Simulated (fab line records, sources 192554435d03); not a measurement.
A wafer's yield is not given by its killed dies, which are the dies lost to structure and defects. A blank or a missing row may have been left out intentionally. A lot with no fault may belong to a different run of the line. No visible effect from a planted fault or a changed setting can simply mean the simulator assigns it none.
The tool behind it: which one? | flow n5_finfet | 10 lots, 28 wafers sampled, at 6 steps of a route of 1938

## WHAT THE GAUGES SHOWED, per wafer
N5_BEOL_M4_RC_MEAS_101. Usual: DIBL_N 35.6 mV/V, standard deviation 1.7; DIBL_P 35.0 mV/V, standard deviation 2; IOFF_N 0.148 nA/um, standard deviation 0.027; IOFF_P 0.19 nA/um, standard deviation 0.032; ION_N 671 uA/um, standard deviation 14; ION_P 460 uA/um, standard deviation 9.1; SS_N 71.3 mV/dec, standard deviation 0.62; SS_P 73.0 mV/dec, standard deviation 0.64; VT_N 251 mV, standard deviation 3.2; VT_P -251.5 mV, standard deviation 2.9.
lot  | measured     | on        | DIBL_N (mV/V)  | DIBL_P (mV/V)  | IOFF_N (nA/um)    | IOFF_P (nA/um) | ION_N (uA/um) | ION_P (uA/um) | SS_N (mV/dec)  | SS_P (mV/dec)  | VT_N (mV)   | VT_P (mV)            | flag
L184 | day 9 08:05  | prober-02 | 36.1 35.4 35.2 | 37.1 37.2 35.8 | 0.174 0.150 0.148 | 0.20 0.19 0.17 | 701 673 678   | 470 460 464   | 71.1 70.9 71.2 | 73.9 73.9 73.1 | 248 252 251 | -252.5 -249.9 -251.1 |
L190 | day 9 20:40  | prober-01 | 34.9 35.0      | 35.3 32.8      | 0.137 0.124       | 0.19 0.15      | 666 633       | 460 436       | 71.2 71.7      | 72.9 72.5      | 252 254     | -252.1 -258.2        |
L192 | day 10 01:51 | prober-02 | 35.9 35.4      | 36.2 35.7      | 0.157 0.155       | 0.23 0.22      | 663 680       | 458 465       | 71.7 71.7      | 73.0 72.7      | 250 249     | -249.4 -250.6        |
L193 | day 11 08:19 | prober-01 | 33.8 34.2 37.2 | 34.1 34.7 38.8 | 0.140 0.161 0.214 | 0.22 0.23 0.31 | 674 690 680   | 467 472 473   | 71.2 71.3 72.0 | 73.1 73.4 74.6 | 250 245 245 | -246.6 -246.9 -244.7 |
L194 | day 11 09:05 | prober-01 | 34.4 31.1 35.0 | 36.7 31.3 36.3 | 0.149 0.094 0.163 | 0.25 0.16 0.24 | 679 650 687   | 471 460 472   | 71.1 71.0 71.4 | 74.1 71.8 73.4 | 249 257 248 | -246.7 -249.5 -247.2 |
L199 | day 12 16:08 | prober-01 | 36.7 33.8 33.4 | 34.2 31.8 31.3 | 0.161 0.117 0.114 | 0.21 0.17 0.16 | 658 660 639   | 451 452 447   | 72.0 71.2 70.4 | 73.1 72.4 72.5 | 252 252 253 | -249.6 -252.6 -253.5 |
L202 | day 13 08:40 | prober-01 | 34.2 36.4 36.4 | 33.0 35.6 35.6 | 0.118 0.160 0.148 | 0.15 0.19 0.18 | 657 690 669   | 449 466 454   | 70.2 71.7 70.8 | 72.0 72.1 72.8 | 253 248 253 | -255.5 -253.0 -252.2 |
L205 | day 13 20:51 | prober-02 | 34.3 36.1 33.4 | 32.5 34.7 31.5 | 0.125 0.166 0.114 | 0.17 0.21 0.16 | 661 677 662   | 453 458 460   | 71.1 71.4 70.9 | 72.1 72.9 71.8 | 250 245 254 | -253.9 -248.5 -254.1 |
L207 | day 14 09:56 | prober-02 | 37.7 35.9 36.3 | 37.6 35.5 36.0 | 0.200 0.155 0.166 | 0.22 0.19 0.20 | 701 679 681   | 468 458 456   | 71.8 71.2 71.3 | 74.1 73.3 73.6 | 246 249 245 | -253.1 -251.3 -250.3 |
L206 | day 14 10:01 | prober-01 | 37.0 36.2 34.6 | 37.4 35.8 33.7 | 0.156 0.144 0.120 | 0.22 0.18 0.16 | 677 680 668   | 472 464 462   | 71.3 71.2 69.9 | 73.3 72.3 72.6 | 250 251 254 | -251.2 -253.6 -252.9 |

N5_BEOL_M8_OCD_MEAS_38. Usual: trench_depth_nm at 93.7 nm, with a standard deviation of 1.6.
lot  | measured     | on     | trench_depth_nm (nm) | flag
L184 | day 10 23:38 | ocd-02 | 91.9 92.3 90.8       |
L190 | day 11 20:27 | ocd-01 | 94.4 97.5            |
L192 | day 11 12:47 | ocd-02 | 92.8 91.5            |
L193 | day 12 21:34 | ocd-01 | 94.9 96.5 94.3       |
L194 | day 13 01:32 | ocd-02 | 94.9 94.5 93.0       |
L199 | day 14 03:49 | ocd-02 | 92.3 91.1 93.5       |
L202 | day 14 23:43 | ocd-02 | 96.2 91.9 91.6       |
L205 | day 15 11:57 | ocd-02 | 93.1 93.0 93.7       |
L207 | day 16 03:42 | ocd-01 | 91.2 91.5 91.5       |
L206 | day 16 03:17 | ocd-01 | 91.6 94.2 92.8       |

N5_BEOL_M8_RS_MEAS_57: uses a four-point probe to measure. Usual: M8_RS 0.286 ohm/sq, standard deviation 0.0081.
lot  | measured     | on            | M8_RS (ohm/sq)    | flag
L184 | day 11 03:10 | film_metro-01 | 0.296 0.292 0.293 |
L190 | day 11 23:46 | film_metro-01 | 0.281 0.273       |
L192 | day 11 17:05 | film_metro-02 | 0.286 0.283       |
L193 | day 13 02:35 | film_metro-01 | 0.284 0.281 0.292 |
L194 | day 13 05:45 | film_metro-01 | 0.279 0.284 0.288 |
L199 | day 14 06:56 | film_metro-02 | 0.301 0.295 0.297 |
L202 | day 15 03:35 | film_metro-02 | 0.270 0.288 0.283 |
L205 | day 15 15:10 | film_metro-02 | 0.279 0.278 0.284 |
L207 | day 16 07:34 | film_metro-02 | 0.295 0.295 0.297 |
L206 | day 16 07:13 | film_metro-02 | 0.292 0.284 0.291 |

N5_BEOL_M9_THK_MEAS_01. Usual: M9_ILD_THK 268 nm, standard deviation 3.9.
lot  | measured     | on            | M9_ILD_THK (nm) | flag
L184 | day 11 03:51 | film_metro-01 | 271 270 266     |
L190 | day 12 00:54 | film_metro-01 | 269 263         |
L192 | day 11 17:44 | film_metro-02 | 271 269         |
L193 | day 13 03:14 | film_metro-01 | 260 261 265     |
L194 | day 13 06:24 | film_metro-01 | 262 269 270     |
L199 | day 14 08:40 | film_metro-01 | 536 538 543     | OFF
L202 | day 15 05:22 | film_metro-02 | 530 546 535     | OFF
L205 | day 15 16:01 | film_metro-02 | 274 274 265     |
L207 | day 16 08:13 | film_metro-02 | 268 261 272     |
L206 | day 16 07:52 | film_metro-02 | 268 265 270     |

## TOOL THAT RAN EACH LOT (tool first, then ch and the chambers of the sampled wafers, then the start)
lot  | N5_BEOL_M8_CMP_52             | N5_BEOL_M9_ILD_DEP_00
L184 | cmp-04 ch 0,1,2, day 11 02:49 | pecvd-03 ch 0,1, day 11 03:16
L190 | cmp-01 ch 3, day 11 23:23     | pecvd-02 ch 1,2, day 11 23:51
L192 | cmp-01 ch 1,3, day 11 16:44   | pecvd-03 ch 1,2, day 11 17:10
L193 | cmp-04 ch 0,1, day 13 02:10   | pecvd-02 ch 0,1, day 13 02:39
L194 | cmp-04 ch 0,1, day 13 05:19   | pecvd-02 ch 1,2, day 13 05:49
L199 | cmp-04 ch 0,1,2, day 14 06:35 | pecvd-02 ch 0,1, day 14 07:00
L202 | cmp-04 ch 0,3, day 15 03:10   | pecvd-02 ch 0,1, day 15 03:40
L205 | cmp-04 ch 1,2, day 15 14:47   | pecvd-02 ch 0,1,2, day 15 15:16
L207 | cmp-01 ch 0,2,3, day 16 07:08 | pecvd-02 ch 1,2, day 16 07:38
L206 | cmp-01 ch 1,2, day 16 06:47   | pecvd-03 ch 0,2, day 16 07:16
- N5_BEOL_M8_CMP_52: polishes, stops on SiCOH lowk, t overpolish 6.9 s, target thk 80 nm.
- N5_BEOL_M9_ILD_DEP_00: deposits SiCOH lowk from DEMS/porogen, target thk 308.51 nm, time 58 s.

## AS READ BY THE TOOLS THEMSELVES (means over the sampled wafers that have a number; for cases with no such wafer, the mark the record gives instead)
N5_BEOL_M8_CMP_52. Usual: barrier_field_endpoint_s 28.9 s, standard deviation 0.86; clearing_platen_rpm 50.002 rpm, standard deviation 0.026; motor_current_A 6.0 A, standard deviation 0.77; overpolish_run_s 6.899 s, standard deviation 0.01; time_to_endpoint_s 62 s, standard deviation 3.2.
lot  | tool   | barrier_field_endpoint_s (s) | clearing_platen_rpm (rpm) | motor_current_A (A) | overpolish_run_s (s) | time_to_endpoint_s (s) | flag
L184 | cmp-04 | 29.5                         | 50.014                    | 5.5                 | 6.910                | 61                     |
L190 | cmp-01 | 30.2                         | 50.001                    | 5.4                 | 6.886                | 64                     |
L192 | cmp-01 | 29.9                         | 49.998                    | 5.8                 | 6.892                | 68                     |
L193 | cmp-04 | 28.4                         | 50.032                    | 5.4                 | 6.907                | 57                     |
L194 | cmp-04 | 29.2                         | 50.008                    | 5.4                 | 6.887                | 59                     |
L199 | cmp-04 | 28.8                         | 49.983                    | 5.4                 | 6.903                | 63                     |
L202 | cmp-04 | 29.5                         | 50.001                    | 6.3                 | 6.900                | 69                     |
L205 | cmp-04 | 28.8                         | 50.008                    | 5.6                 | 6.900                | 63                     |
L207 | cmp-01 | 28.0                         | 49.983                    | 5.7                 | 6.896                | 60                     |
L206 | cmp-01 | 28.3                         | 50.005                    | 5.9                 | 6.892                | 61                     |

N5_BEOL_M9_ILD_DEP_00. Usual: heater_power_w 287 W, standard deviation 32; showerhead_plenum_p_Torr 5.735 Torr, standard deviation 0.016; showerhead_vpp_V 1365 V, standard deviation 100; throttle_valve_pct 13.8 %, standard deviation 0.51.
lot  | tool     | heater_power_w (W) | showerhead_plenum_p_Torr (Torr) | showerhead_vpp_V (V) | throttle_valve_pct (%) | flag
L184 | pecvd-03 | 293                | 5.731                           | 1309                 | 13.8                   |
L190 | pecvd-02 | 332                | 5.739                           | 1394                 | 13.6                   |
L192 | pecvd-03 | 268                | 5.750                           | 1368                 | 13.8                   |
L193 | pecvd-02 | 262                | 5.739                           | 1520                 | 14.0                   |
L194 | pecvd-02 | 304                | 5.728                           | 1467                 | 14.2                   |
L199 | pecvd-02 | 314                | 5.737                           | 1543                 | 14.0                   |
L202 | pecvd-02 | 333                | 5.735                           | 1548                 | 14.1                   |
L205 | pecvd-02 | 314                | 5.741                           | 1426                 | 13.9                   |
L207 | pecvd-02 | 277                | 5.744                           | 1352                 | 14.0                   |
L206 | pecvd-03 | 240                | 5.742                           | 1344                 | 13.3                   |

## THE ANSWER, worked out from the rows above alone
Rule: take the mean of a lot's wafers that have a number; if it is more than 3 standard deviations from the usual mean, the lot is off. Also off: a lot with no number at a reading for which 4 or more lots have one. Where the step has rows for the other lots, those lots are counted as sound. First the gauges in route order, then the tools' own readings, where a lot's mean is used as printed above. The first step at which some lot is off is used, and at that step the reading that is off furthest; a lot without a number counts as furthest.
Off: L199, L202, at N5_BEOL_M9_THK_MEAS_01 (M9_ILD_THK).
A tool fits if, at a process step before that reading, it ran every lot that is off, and no sound lot after the first of them. Gauges at N5_BEOL_M9_THK_MEAS_01: tried the same way as those tools. None of those tried fits.

## WHAT THE SIMULATOR HAD PUT IN
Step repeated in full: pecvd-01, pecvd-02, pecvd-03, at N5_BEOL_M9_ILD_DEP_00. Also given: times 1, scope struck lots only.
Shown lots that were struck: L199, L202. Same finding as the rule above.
